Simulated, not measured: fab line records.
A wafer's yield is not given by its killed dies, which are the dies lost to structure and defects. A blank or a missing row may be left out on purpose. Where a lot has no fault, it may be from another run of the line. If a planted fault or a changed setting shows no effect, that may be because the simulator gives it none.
Split-lot experiment ; flow n5-finfet ; 21 wafers read from 7 lots, route of 1938 steps

THE SPLIT
At N5_BEOL_M3_EXPOSE_08 (exposes mask M3), the setting dose-mj was moved away from the recipe's 33 on 9 of the 21 wafers read, by -3.9% to +5.6%. For the rest of the wafers, this setting stayed at what the recipe calls for.

FROM THE SPLIT TO THE READING: what the file shows between them, 11 steps
- N5_BEOL_M3_PEB_09: peb time 60 s
- N5_BEOL_M3_DEVELOP_10: develop time 30 s
- N5_BEOL_M3_CD_MEAS_11: target cd 17.05 nm
- N5_BEOL_M3_DESCUM_16: chemistry O2, time 7 s
- N5_BEOL_M3_ETCH_74: etches underlayer in N2/H2, target depth 6.5 nm, time 5.2 s
- N5_BEOL_M3_ETCH_63: etches SiARC in CF4, target depth 15.6 nm, time 26 s
- N5_BEOL_M3_ETCH_64: etches SOC in N2/H2, target depth 75 nm, overetch 15 nm, time 112.5 s (also split here: time-s)
- N5_BEOL_M3_STRIP_65: strips in N2/H2
- N5_BEOL_M3_STRIP_75: strips in N2/H2
- N5_BEOL_M3_HM_OPEN_17: chemistry Cl2/BCl3, target TiN, target depth 20 nm, overetch 6 nm
- N5_BEOL_M3_STRIP_19: strips in O2

THE READING
cd-nm, in nm, at N5_BEOL_M3_CD_MEAS_18 (pitch 36 nm, target cd 18 nm). Fault-free wafers of this fab line usually give 18.0 nm, standard deviation 0.4 nm.

wafer;tool, chamber at the split;dose-mj as run;against the recipe;cd-nm, nm;against lot-mates on the recipe
L076.1;euv-scanner-01, 0;34.85;+5.6%;19.4;+1.4
L076.4;euv-scanner-01, 0;33;recipe;18.0;-
L076.6;euv-scanner-01, 0;34.85;+5.6%;19.2;+1.2
L079.2;euv-scanner-01, 0;34.78;+5.4%;19.4;+1.7
L079.3;euv-scanner-01, 0;33;recipe;17.7;-
L079.6;euv-scanner-01, 0;34.78;+5.4%;19.7;+2.0
L081.3;euv-scanner-02, 0;34.39;+4.2%;18.9;+0.7
L081.4;euv-scanner-02, 0;33;recipe;18.2;-
L081.5;euv-scanner-02, 0;34.39;+4.2%;19.4;+1.2
L083.1;euv-scanner-02, 0;31.72;-3.9%;16.5;no lot-mate on the recipe
L083.3;euv-scanner-02, 0;31.72;-3.9%;16.5;no lot-mate on the recipe
L083.6;euv-scanner-02, 0;31.72;-3.9%;16.7;no lot-mate on the recipe
L086.1;euv-scanner-01, 0;33;recipe;17.9;-
L086.2;euv-scanner-01, 0;33;recipe;17.5;-
L086.3;euv-scanner-01, 0;33;recipe;17.7;-
L088.4;euv-scanner-01, 0;33;recipe;18.0;-
L088.5;euv-scanner-01, 0;33;recipe;18.4;-
L088.6;euv-scanner-01, 0;33;recipe;18.9;-
L089.1;euv-scanner-01, 0;33;recipe;17.7;-
L089.2;euv-scanner-01, 0;33;recipe;18.2;-
L089.6;euv-scanner-01, 0;33;recipe;17.8;-

THE FIT
A straight line over all 21 wafers: cd-nm changes by +0.294 nm for each +1% of dose-mj; r = +0.94; the points scatter about the line by 0.34 nm.
The same after taking each lot's own level away (the mean of its wafers on the recipe; 18 wafers): +0.273 nm for each +1%; r = +0.93; scatter 0.28 nm.
According to that fit, moving dose-mj by its largest amount changes the reading by 1.5 nm.
The span of the lots' own levels, 17.70 to 18.43 nm, comes to 1.8 times the standard deviation stated above.
The two slopes are in agreement: the lot-to-lot level therefore moves the slope only a little.
Check: +1.56 nm against its lot-mates is what the line predicts for one of the wafers moved furthest among these (+5.6%) when that wafer is left out of the fit. It came out at +1.4 nm against them.

ADDITIONAL SPLITS CARRIED BY THESE WAFERS
Other splits were also applied to these wafers ahead of the reading. Each is held against what the fit with the lots' levels taken away leaves over:
other split on the same wafers;wafers away from the commonest value;r with cd-nm (lot level and that fit taken away)
N5_BEOL_M0_ETCH_109 bias-w;4;-0.38
N5_BEOL_M1_ETCH_70 time-s;4;+0.03
N5_BEOL_M1_VIA_ETCH_34 bias-w;8;+0.23
N5_BEOL_M2_ETCH_70 time-s;9;+0.00
N5_BEOL_M2_TRENCH_ETCH_37 time-s;12;-0.15
N5_BEOL_M3_ETCH_64 time-s;7;+0.24

THE WHOLE CHAIN: every reading that the file lists as answering this split, in the file's order
step;what it does;reading;change (the file's fit);r (the file's)
N5_BEOL_M3_CD_MEAS_11;target cd 17.05 nm;cd-nm;+0.181 nm for each +1% of the setting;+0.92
N5_BEOL_M3_ETCH_74;etches underlayer in N2/H2, target depth 6.5 nm, time 5.2 s;BEOL_M3.cd-offset-nm (the simulator's own value, which no gauge read);+0.186 nm for each +1% of the setting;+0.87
N5_BEOL_M3_ETCH_63;etches SiARC in CF4, target depth 15.6 nm, time 26 s;BEOL_M3.cd-offset-nm (the simulator's own value, which no gauge read);+0.171 nm for each +1% of the setting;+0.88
N5_BEOL_M3_CD_MEAS_18;pitch 36 nm, target cd 18 nm;cd-nm;+0.274 nm for each +1% of the setting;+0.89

FILE'S OWN FIT
cd-nm changes by +0.274 nm for each +1% of dose-mj, r = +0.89.
